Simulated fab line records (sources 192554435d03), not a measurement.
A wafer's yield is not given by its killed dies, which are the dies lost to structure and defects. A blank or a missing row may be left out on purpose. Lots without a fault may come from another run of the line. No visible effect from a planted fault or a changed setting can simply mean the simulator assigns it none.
fab line records    flow n5_finfet    part 1 of 2: steps 1 to 4 of 6
[record] lots = 22  wafers = 66  last_day = 18
route steps=1938 shown BEOL_M5@1188 BEOL_M6@1228
lots untouched by any fault: they come from a run of this same line in which no faults occurred
start_h: hours from the record's opening day to when the first of the lot's shown wafers began    wait_h: how many hours have passed since the lot's step before this one    " repeats the value in the row above    L1.1+2: several wafers, shown together as one row    - either no value or no given start    * or withheld: withheld    < > ~ a bound
route shown NAME@n: a module of which the file shows steps, and the number in the route of the first    usual: mean/standard deviation of fault-free wafers    same: alike in all rows    chamber/n: place in a boat    sites: per-site readings    _std_site: standard deviation of those values    _edge_site: mean of outer sites minus mean of inner sites    radius_mm: how far each site lies from the wafer's centre    mask NAME#n: copy n    behind: the last tool/chamber to shape the wafer    hold: reason for holding the lot/hours on hold/outcome of the hold    device: whichever transistor did not switch (one of n, p or np)    end of line: the same wafers' tests at the end of the route    where a step has no rows: the recipe by itself    killed: dies that structure and defects cost at the first sort, which is not the same as the wafer's yield    map: per-die view of a wafer (x killed, . not killed, _ where there is no die)
set.NAME: the setting that was run; set.NAME@STEP: the one run at that earlier step    model.NAME: the simulator's own value behind a step, which no gauge read
one table for each step of the route and one row for each wafer, over a sample of lots
services: when a tool's chamber went out of use (start_h, in hours from the record's first day, below 0 if earlier), for how many hours, and the reason
[[steps]]
[step N5_BEOL_M5_PRE_CLEAN_77]
[recipe] gas = NH3/H2  time_s = 15  temp_c = *  rf_power_w = 300
[usual] heater_power_w = 76/18
lot.wafer  tool       chamber  start_h  wait_h  heater_power_w
L076.2     cvd_co-02  2        203.62   0.0     76
L076.4     "          2        "        "       79
L076.6     "          0        "        "       83
L075.3     cvd_co-01  2        204.43   0.0     63
L075.4     "          0        "        "       92
L075.6     "          2        "        "       64
L077.2     cvd_co-01  0        210.45   0.0     94
L077.4     "          0        "        "       90
L077.6     "          2        "        "       64
L078.3     cvd_co-01  1        212.15   0.0     46
L078.4     "          1        "        "       46
L078.5     "          0        "        "       90
L079.1     cvd_co-01  1        222.27   0.1     45
L079.3     "          0        "        "       93
L079.5     "          2        "        "       65
L080.3     cvd_co-01  0        229.65   0.0     92
L080.4     "          0        "        "       93
L080.5     "          1        "        "       46
L081.2     cvd_co-01  1        238.18   0.0     46
L081.5     "          2        "        "       64
L081.6     "          0        "        "       95
L083.1     cvd_co-01  1        241.78   0.0     46
L083.3     "          2        "        "       66
L083.6     "          0        "        "       93
L082.2     cvd_co-02  2        248.14   0.3     79
L082.3     "          0        "        "       85
L082.6     "          2        "        "       76
L084.4     cvd_co-02  1        251.37   0.2     103
L084.5     "          2        "        "       79
L084.6     "          0        "        "       85
L086.3     cvd_co-01  2        254.31   0.0     65
L086.4     "          2        "        "       63
L086.5     "          0        "        "       93
L087.3     cvd_co-02  1        272.48   0.0     100
L087.5     "          0        "        "       84
L087.6     "          1        "        "       103
L085.4     cvd_co-02  0        275.16   0.1     85
L085.5     "          2        "        "       77
L085.6     "          1        "        "       99
L088.2     cvd_co-02  2        280.96   0.0     77
L088.3     "          1        "        "       100
L088.6     "          1        "        "       100
L089.1     cvd_co-01  0        282.72   0.0     94
L089.4     "          1        "        "       45
L089.6     "          2        "        "       66
L090.1     cvd_co-01  2        284.70   0.2     64
L090.3     "          1        "        "       46
L090.4     "          0        "        "       92
L091.2     cvd_co-02  1        289.07   0.0     101
L091.3     "          0        "        "       87
L091.6     "          2        "        "       77
L092.3     cvd_co-01  1        302.94   0.1     45
L092.5     "          2        "        "       65
L092.6     "          1        "        "       45
L094.1     cvd_co-02  0        313.70   0.0     88
L094.2     "          2        "        "       78
L094.4     "          2        "        "       80
L093.1     cvd_co-01  1        314.23   0.0     45
L093.3     "          2        "        "       64
L093.5     "          2        "        "       65
L095.2     cvd_co-02  0        323.10   0.0     86
L095.4     "          2        "        "       79
L095.6     "          1        "        "       100
L096.2     cvd_co-02  0        333.42   0.0     86
L096.3     "          2        "        "       79
L096.5     "          2        "        "       78
[step N5_BEOL_M6_OVL_MEAS_29]
[recipe] points_per_wafer = 522
[usual] V5_OVL = -0.2/0.61
[same] points_per_wafer = 522
lot.wafer  tool        chamber  start_h  wait_h  V5_OVL[nm]
L075.3     overlay-01  0        210.67   0.0     -1.4
L075.4     "           0        "        "       -1.0
L075.6     "           0        "        "       -1.3
L076.2     overlay-02  0        210.71   0.0     -0.7
L076.4     "           0        "        "       0.0
L076.6     "           0        "        "       -0.2
L077.2     overlay-01  0        214.13   0.0     -1.5
L077.4     "           0        "        "       -1.2
L077.6     "           0        "        "       -0.9
L078.3     overlay-01  0        216.68   0.0     0.3
L078.4     "           0        "        "       -0.1
L078.5     "           0        "        "       0.6
L079.1     overlay-02  0        228.66   0.1     0.5
L079.3     "           0        "        "       -0.6
L079.5     "           0        "        "       0.2
L080.3     overlay-01  0        234.68   0.0     -0.2
L080.4     "           0        "        "       -0.1
L080.5     "           0        "        "       -0.2
L081.2     overlay-01  0        244.12   0.0     0.1
L081.5     "           0        "        "       0.0
L081.6     "           0        "        "       -0.3
L083.1     overlay-01  0        246.34   0.0     0.8
L083.3     "           0        "        "       0.5
L083.6     "           0        "        "       0.1
L082.2     overlay-01  0        252.92   0.0     0.1
L082.3     "           0        "        "       -0.5
L082.6     "           0        "        "       0.5
L084.4     overlay-01  0        257.49   0.0     -0.2
L084.5     "           0        "        "       0.0
L084.6     "           0        "        "       0.0
L086.3     overlay-02  0        257.75   0.0     0.5
L086.4     "           0        "        "       -0.5
L086.5     "           0        "        "       0.1
L087.3     overlay-02  0        275.54   0.0     -1.2
L087.5     "           0        "        "       -0.7
L087.6     "           0        "        "       -0.5
L085.4     overlay-02  0        281.75   0.0     0.3
L085.5     "           0        "        "       -0.9
L085.6     "           0        "        "       -0.7
L088.2     overlay-01  0        284.94   0.0     -1.0
L088.3     "           0        "        "       -0.5
L088.6     "           0        "        "       0.2
L089.1     overlay-02  0        286.90   0.0     -0.3
L089.4     "           0        "        "       -0.1
L089.6     "           0        "        "       -0.2
L090.1     overlay-01  0        290.25   0.0     0.5
L090.3     "           0        "        "       0.1
L090.4     "           0        "        "       1.0
L091.2     overlay-01  0        292.79   0.0     -0.2
L091.3     "           0        "        "       0.3
L091.6     "           0        "        "       -0.6
L092.3     overlay-02  0        306.19   0.0     0.1
L092.5     "           0        "        "       -0.4
L092.6     "           0        "        "       0.2
L094.1     overlay-01  0        317.49   0.0     -0.2
L094.2     "           0        "        "       0.3
L094.4     "           0        "        "       0.6
L093.1     overlay-01  0        322.01   0.0     -0.9
L093.3     "           0        "        "       0.0
L093.5     "           0        "        "       0.2
L095.2     overlay-02  0        326.04   0.0     -0.2
L095.4     "           0        "        "       0.2
L095.6     "           0        "        "       -0.2
L096.2     overlay-02  0        338.22   0.0     -0.3
L096.3     "           0        "        "       -0.7
L096.5     "           0        "        "       -0.1
[step N5_BEOL_M6_ETCH_65]
[recipe] chemistry = CF4  target = SiARC  target_depth_a = 156  mask_material = CAR-EUV  time_s = 26  ion_energy_ev = 80  pressure_mtorr = 40  source_w = 545  bias_w = 36  Ar_flow_sccm = 100  cf4_flow_sccm = 100  ends = cleared
[usual] bias_w = 35.99/0.11  cf4_flow_sccm = 99.96/0.29  drypump_motor_current_A = 5.7/0.51  etch_rf_on_time_s = 26.0/0.37  oes_product_au = 0.68/0.091  rf_vpp_V = 183.9/1.2  showerhead_plenum_p_Torr = 2.13/0.068  throttle_valve_pct = 15.69/0.2
lot.wafer  tool         chamber  start_h  wait_h  bias_w  cf4_flow_sccm  drypump_motor_current_A  etch_rf_on_time_s  oes_product_au  rf_hours_counter_h  rf_vpp_V  showerhead_plenum_p_Torr  throttle_valve_pct
L075.3     rie_diel-01  3        211.42   0.0     36.21   100.06         5.8                      26.4               0.63            184                 185.4     2.22                      15.86
L075.4     "            1        "        "       35.92   100.02         5.2                      25.9               0.65            149                 183.0     2.06                      15.96
L075.6     "            0        "        "       36.05   100.01         6.3                      26.3               0.61            -                   185.4     2.13                      15.94
L076.2     rie_diel-05  2        211.47   0.0     35.92   99.75          5.1                      26.2               0.61            191                 183.8     2.04                      15.40
L076.4     "            3        "        "       35.72   99.91          5.9                      25.8               0.60            190                 182.2     2.05                      15.67
L076.6     "            0        "        "       35.89   99.87          5.7                      26.6               0.58            -                   183.6     2.12                      15.91
L077.2     rie_diel-05  0        214.45   0.0     36.00   100.13         5.6                      26.6               0.58            236                 183.4     2.12                      15.88
L077.4     "            1        "        "       36.12   99.76          5.2                      26.2               0.71            78                  183.3     2.07                      15.51
L077.6     "            1        "        "       35.93   99.62          5.2                      26.1               0.71            -                   183.1     2.07                      15.51
L078.3     rie_diel-01  2        217.00   0.0     35.86   100.50         5.1                      26.5               0.61            189                 183.2     2.13                      15.72
L078.4     "            1        "        "       36.02   99.84          5.2                      26.1               0.64            152                 184.4     2.06                      15.98
L078.5     "            0        "        "       36.09   99.43          6.3                      26.5               0.60            -                   183.4     2.12                      15.95
L079.1     rie_diel-05  3        229.02   0.0     35.92   99.59          5.9                      25.7               0.60            197                 183.5     2.05                      15.69
L079.3     "            0        "        "       35.97   100.00         5.6                      26.8               0.58            242                 183.5     2.12                      15.91
L079.5     "            2        "        "       36.32   99.63          5.1                      26.2               0.61            -                   182.5     2.04                      15.43
L080.3     rie_diel-02  1        234.88   0.0     35.95   99.79          5.8                      25.9               0.69            102                 186.4     2.25                      15.84
L080.4     "            3        "        "       36.07   99.85          5.4                      25.8               0.82            -                   183.3     2.19                      15.43
L080.5     "            1        "        "       36.05   99.59          5.8                      25.8               0.68            -                   184.7     2.25                      15.84
L081.2     rie_diel-01  3        244.26   0.0     35.93   100.04         5.7                      26.0               0.63            196                 185.3     2.22                      15.89
L081.5     "            3        "        "       36.07   100.13         5.7                      26.2               0.63            -                   185.6     2.22                      15.88
L081.6     "            0        "        "       35.98   99.92          6.3                      26.3               0.60            -                   183.1     2.12                      15.99
L083.1     rie_diel-02  3        246.48   0.0     35.97   99.87          5.4                      25.8               0.81            14                  184.4     2.18                      15.45
L083.3     "            1        "        "       35.88   100.03         5.8                      25.9               0.69            103                 185.2     2.25                      15.85
L083.6     "            3        "        "       35.87   99.31          5.4                      25.6               0.80            -                   184.5     2.18                      15.41
L082.2     rie_diel-01  0        253.05   0.0     36.07   99.77          6.3                      26.1               0.60            223                 184.2     2.12                      15.98
L082.3     "            2        "        "       35.87   100.39         5.1                      25.9               0.61            201                 184.4     2.13                      15.73
L082.6     "            0        "        "       36.10   100.09         6.3                      26.2               0.59            -                   183.5     2.12                      15.96
L084.4     rie_diel-02  3        257.62   0.0     35.84   100.10         5.4                      25.7               0.80            17                  185.0     2.18                      15.44
L084.5     "            3        "        "       35.93   100.29         5.4                      25.9               0.79            -                   186.4     2.18                      15.43
L084.6     "            2        "        "       35.98   99.65          6.8                      25.4               0.83            -                   183.4     2.19                      15.53
L086.3     rie_diel-02  1        258.01   0.0     35.99   100.22         5.8                      25.8               0.68            107                 185.2     2.25                      15.85
L086.4     "            2        "        "       36.06   99.72          6.7                      25.2               0.84            4                   184.1     2.19                      15.53
L086.5     "            1        "        "       36.05   100.38         5.8                      25.6               0.68            -                   184.7     2.25                      15.86
L087.3     rie_diel-05  2        275.67   0.0     36.05   100.15         5.1                      26.4               0.59            217                 181.5     2.03                      15.46
L087.5     "            2        "        "       36.10   99.92          5.1                      26.0               0.60            -                   183.0     2.03                      15.45
L087.6     "            3        "        "       36.13   100.04         5.9                      26.0               0.59            -                   181.1     2.04                      15.72
L085.4     rie_diel-05  3        281.87   0.0     36.00   100.43         5.9                      26.4               0.59            217                 183.2     2.04                      15.72
L085.5     "            3        "        "       35.92   100.27         5.9                      26.3               0.58            -                   184.5     2.04                      15.71
L085.6     "            0        "        "       35.84   100.04         5.6                      25.7               0.85            -                   183.3     2.11                      15.45
L088.2     rie_diel-05  0        285.08   0.0     36.12   99.86          5.7                      25.4               0.85            3                   183.5     2.11                      15.45
L088.3     "            1        "        "       36.01   99.91          5.2                      26.0               0.69            104                 183.4     2.06                      15.58
L088.6     "            2        "        "       36.02   100.27         5.1                      26.2               0.59            -                   181.9     2.03                      15.47
L089.1     rie_diel-02  0        287.06   0.0     36.23   100.19         5.9                      25.8               0.76            37                  182.8     2.09                      15.57
L089.4     "            3        "        "       36.02   99.41          5.4                      25.7               0.77            28                  184.0     2.18                      15.48
L089.6     "            2        "        "       35.86   100.04         6.7                      25.5               0.80            -                   184.1     2.19                      15.57
L090.1     rie_diel-02  1        290.39   0.0     36.07   99.99          5.8                      25.7               0.67            117                 185.3     2.24                      15.87
L090.3     "            0        "        "       35.98   100.09         5.9                      25.5               0.78            38                  183.9     2.09                      15.57
L090.4     "            2        "        "       35.96   100.57         6.7                      25.4               0.80            17                  183.3     2.19                      15.56
L091.2     rie_diel-01  3        292.93   0.0     35.94   99.93          5.8                      26.6               0.62            213                 185.1     2.21                      15.90
L091.3     "            1        "        "       35.79   99.97          5.2                      26.2               0.63            177                 183.0     2.05                      16.02
L091.6     "            2        "        "       35.95   99.92          5.1                      26.7               0.60            -                   183.5     2.12                      15.77
L092.3     rie_diel-01  2        306.32   0.0     35.81   100.09         5.2                      26.3               0.60            220                 184.2     2.12                      15.75
L092.5     "            0        "        "       36.07   99.39          6.3                      26.2               0.59            -                   183.3     2.11                      16.00
L092.6     "            2        "        "       35.90   99.87          5.1                      26.2               0.60            -                   183.6     2.12                      15.77
L094.1     rie_diel-02  0        317.68   0.0     36.00   100.04         5.9                      25.6               0.76            49                  184.1     2.08                      15.58
L094.2     "            2        "        "       35.92   99.55          6.7                      25.6               0.78            26                  184.9     2.18                      15.57
L094.4     "            1        "        "       36.04   99.61          5.8                      26.1               0.66            128                 183.7     2.24                      15.90
L093.1     rie_diel-05  2        322.27   0.0     36.05   99.70          5.1                      26.5               0.58            232                 182.5     2.02                      15.48
L093.3     "            3        "        "       36.07   99.50          5.9                      26.2               0.58            232                 181.0     2.04                      15.75
L093.5     "            0        "        "       36.14   100.15         5.7                      26.0               0.79            -                   184.0     2.11                      15.48
L095.2     rie_diel-01  2        326.17   0.0     35.87   100.03         5.1                      26.1               0.60            227                 184.8     2.12                      15.77
L095.4     "            3        "        "       35.91   100.08         5.7                      26.1               0.61            222                 185.6     2.21                      15.92
L095.6     "            0        "        "       36.08   99.95          6.3                      26.3               0.59            -                   184.5     2.11                      16.02
L096.2     rie_diel-05  1        338.39   0.0     35.69   100.16         5.2                      26.3               0.67            124                 183.6     2.06                      15.62
L096.3     "            2        "        "       36.08   100.39         5.1                      26.3               0.58            237                 182.6     2.02                      15.51
L096.5     "            3        "        "       35.98   100.03         5.9                      26.0               0.58            -                   182.5     2.03                      15.78
[step N5_BEOL_M6_VIA_ETCH_34]
[recipe] chemistry = C4F6/O2  target = SiCOH_lowk  target_depth_a = 1263  mask_material = SOC  taper_deg = 4  time_s = 50.9  ion_energy_ev = 250  pressure_mtorr = 30  source_w = 345  bias_w = 185  Ar_flow_sccm = 300  C4F6_flow_sccm = 10  O2_flow_sccm = 10
[usual] C4F6_flow_sccm = 10.00/0.032  bias_w = 185.1/0.52  drypump_motor_current_A = 5.7/0.51  oes_f_703_au = 0.80/0.1  oes_product_au = 0.80/0.11  rf_vpp_V = 668/5.6  showerhead_plenum_p_Torr = 2.82/0.089  throttle_valve_pct = 20.97/0.19
lot.wafer  tool         chamber  start_h  wait_h  C4F6_flow_sccm  bias_w  drypump_motor_current_A  oes_f_703_au  oes_product_au  rf_hours_counter_h  rf_vpp_V  showerhead_plenum_p_Torr  throttle_valve_pct
L075.3     rie_diel-01  3        211.55   0.0     9.99            185.0   5.7                      0.74          0.74            184                 678       2.95                      21.10
L075.4     "            1        "        "       9.98            185.3   5.2                      0.76          0.76            149                 668       2.74                      21.27
L075.6     "            0        "        "       10.01           184.8   6.3                      0.72          0.71            -                   665       2.82                      21.20
L076.2     rie_diel-05  2        211.60   0.0     10.03           184.6   5.1                      0.72          0.71            191                 660       2.71                      20.58
L076.4     "            3        "        "       10.03           184.7   5.9                      0.69          0.71            190                 667       2.73                      20.96
L076.6     "            0        "        "       10.06           185.4   5.6                      0.68          0.68            -                   674       2.81                      21.11
L077.2     rie_diel-05  0        214.58   0.0     10.03           185.3   5.7                      0.68          0.67            236                 673       2.81                      21.11
L077.4     "            1        "        "       10.01           184.4   5.2                      0.83          0.82            78                  672       2.75                      20.77
L077.6     "            1        "        "       9.99            184.8   5.2                      0.84          0.82            -                   668       2.75                      20.78
L078.3     rie_diel-01  2        217.13   0.0     9.98            184.9   5.1                      0.73          0.72            189                 668       2.83                      20.95
L078.4     "            1        "        "       10.01           185.3   5.2                      0.75          0.76            152                 670       2.73                      21.26
L078.5     "            0        "        "       9.99            185.1   6.4                      0.72          0.71            -                   666       2.82                      21.20
L079.1     rie_diel-05  3        229.15   0.0     9.97            185.0   5.9                      0.68          0.71            197                 667       2.72                      20.95
L079.3     "            0        "        "       9.94            185.4   5.6                      0.67          0.68            242                 673       2.81                      21.12
L079.5     "            2        "        "       9.97            184.4   5.1                      0.72          0.71            -                   661       2.70                      20.59
L080.3     rie_diel-02  1        235.01   0.0     9.97            185.6   5.8                      0.79          0.79            102                 670       2.98                      21.12
L080.4     "            3        "        "       10.00           185.7   5.4                      0.94          0.96            -                   667       2.91                      20.78
L080.5     "            1        "        "       9.95            184.8   5.8                      0.80          0.80            -                   672       2.98                      21.10
L081.2     rie_diel-01  3        244.39   0.0     10.02           185.6   5.7                      0.73          0.74            196                 679       2.94                      21.11
L081.5     "            3        "        "       10.04           185.4   5.7                      0.73          0.74            -                   678       2.94                      21.13
L081.6     "            0        "        "       9.95            185.6   6.3                      0.71          0.71            -                   665       2.82                      21.22
L083.1     rie_diel-02  3        246.61   0.0     10.03           185.6   5.4                      0.92          0.94            14                  668       2.90                      20.79
L083.3     "            1        "        "       9.97            184.7   5.7                      0.80          0.80            103                 671       2.98                      21.12
L083.6     "            3        "        "       10.04           185.4   5.4                      0.92          0.94            -                   668       2.90                      20.79
L082.2     rie_diel-01  0        253.18   0.0     10.00           185.8   6.3                      0.71          0.70            223                 665       2.82                      21.22
L082.3     "            2        "        "       10.02           184.6   5.1                      0.72          0.71            201                 667       2.83                      20.96
L082.6     "            0        "        "       10.00           185.0   6.3                      0.71          0.70            -                   665       2.82                      21.20
L084.4     rie_diel-02  3        257.74   0.0     9.97            185.3   5.4                      0.91          0.93            17                  667       2.90                      20.79
L084.5     "            3        "        "       9.99            185.3   5.4                      0.92          0.92            -                   666       2.90                      20.80
L084.6     "            2        "        "       10.03           185.7   6.8                      0.99          0.98            -                   658       2.91                      20.91
L086.3     rie_diel-02  1        258.14   0.0     9.98            184.9   5.8                      0.80          0.79            107                 672       2.97                      21.12
L086.4     "            2        "        "       10.03           185.3   6.8                      0.99          0.97            4                   658       2.91                      20.88
L086.5     "            1        "        "       10.00           185.8   5.7                      0.80          0.80            -                   671       2.97                      21.13
L087.3     rie_diel-05  2        275.80   0.0     10.04           184.8   5.1                      0.69          0.69            217                 662       2.70                      20.62
L087.5     "            2        "        "       10.07           184.6   5.1                      0.70          0.69            -                   660       2.70                      20.62
L087.6     "            3        "        "       10.03           183.9   5.9                      0.67          0.69            -                   667       2.72                      20.99
L085.4     rie_diel-05  3        282.00   0.0     10.03           184.9   5.9                      0.67          0.69            217                 665       2.71                      20.97
L085.5     "            3        "        "       9.98            185.5   5.9                      0.67          0.70            -                   666       2.71                      21.00
L085.6     "            0        "        "       9.97            185.3   5.6                      0.97          1.00            -                   672       2.80                      20.82
L088.2     rie_diel-05  0        285.21   0.0     10.06           184.7   5.6                      0.97          0.99            4                   674       2.80                      20.83
L088.3     "            1        "        "       10.03           185.5   5.2                      0.81          0.80            104                 670       2.74                      20.82
L088.6     "            2        "        "       9.97            185.7   5.1                      0.69          0.70            -                   661       2.70                      20.64
L089.1     rie_diel-02  0        287.19   0.0     9.98            185.5   5.9                      0.90          0.91            37                  675       2.78                      20.88
L089.4     "            3        "        "       10.01           184.5   5.4                      0.90          0.91            28                  668       2.90                      20.80
L089.6     "            2        "        "       9.96            185.1   6.8                      0.94          0.94            -                   658       2.91                      20.91
L090.1     rie_diel-02  1        290.52   0.0     9.95            184.3   5.8                      0.78          0.79            118                 671       2.97                      21.14
L090.3     "            0        "        "       9.98            185.0   5.9                      0.90          0.90            38                  673       2.78                      20.89
L090.4     "            2        "        "       10.00           185.9   6.7                      0.94          0.93            17                  657       2.91                      20.93
L091.2     rie_diel-01  3        293.05   0.0     9.97            185.6   5.7                      0.72          0.72            213                 676       2.94                      21.12
L091.3     "            1        "        "       10.04           185.8   5.2                      0.74          0.74            177                 669       2.72                      21.31
L091.6     "            2        "        "       10.03           184.9   5.1                      0.71          0.69            -                   668       2.82                      21.01
L092.3     rie_diel-01  2        306.45   0.0     9.97            185.5   5.1                      0.70          0.70            220                 667       2.82                      21.01
L092.5     "            0        "        "       10.04           186.1   6.3                      0.70          0.69            -                   665       2.81                      21.25
L092.6     "            2        "        "       10.04           185.2   5.1                      0.71          0.71            -                   667       2.82                      21.01
L094.1     rie_diel-02  0        317.81   0.0     9.95            185.5   5.9                      0.89          0.89            49                  675       2.77                      20.90
L094.2     "            2        "        "       10.03           185.2   6.7                      0.93          0.90            27                  657       2.90                      20.93
L094.4     "            1        "        "       9.98            185.8   5.7                      0.77          0.78            128                 670       2.96                      21.16
L093.1     rie_diel-05  2        322.39   0.0     9.96            185.0   5.1                      0.69          0.69            232                 661       2.69                      20.66
L093.3     "            3        "        "       10.01           185.5   5.9                      0.67          0.69            232                 667       2.71                      21.02
L093.5     "            0        "        "       9.97            185.1   5.6                      0.92          0.95            -                   672       2.80                      20.82
L095.2     rie_diel-01  2        326.30   0.0     10.02           185.3   5.1                      0.70          0.69            227                 668       2.81                      21.02
L095.4     "            3        "        "       9.97            185.8   5.7                      0.71          0.71            222                 678       2.93                      21.14
L095.6     "            0        "        "       10.02           184.3   6.3                      0.69          0.69            -                   663       2.80                      21.24
L096.2     rie_diel-05  1        338.52   0.0     10.02           185.3   5.2                      0.79          0.77            124                 670       2.73                      20.83
L096.3     "            2        "        "       10.05           185.2   5.1                      0.69          0.68            238                 661       2.69                      20.64
L096.5     "            3        "        "       10.00           185.0   5.9                      0.67          0.68            -                   665       2.71                      21.02
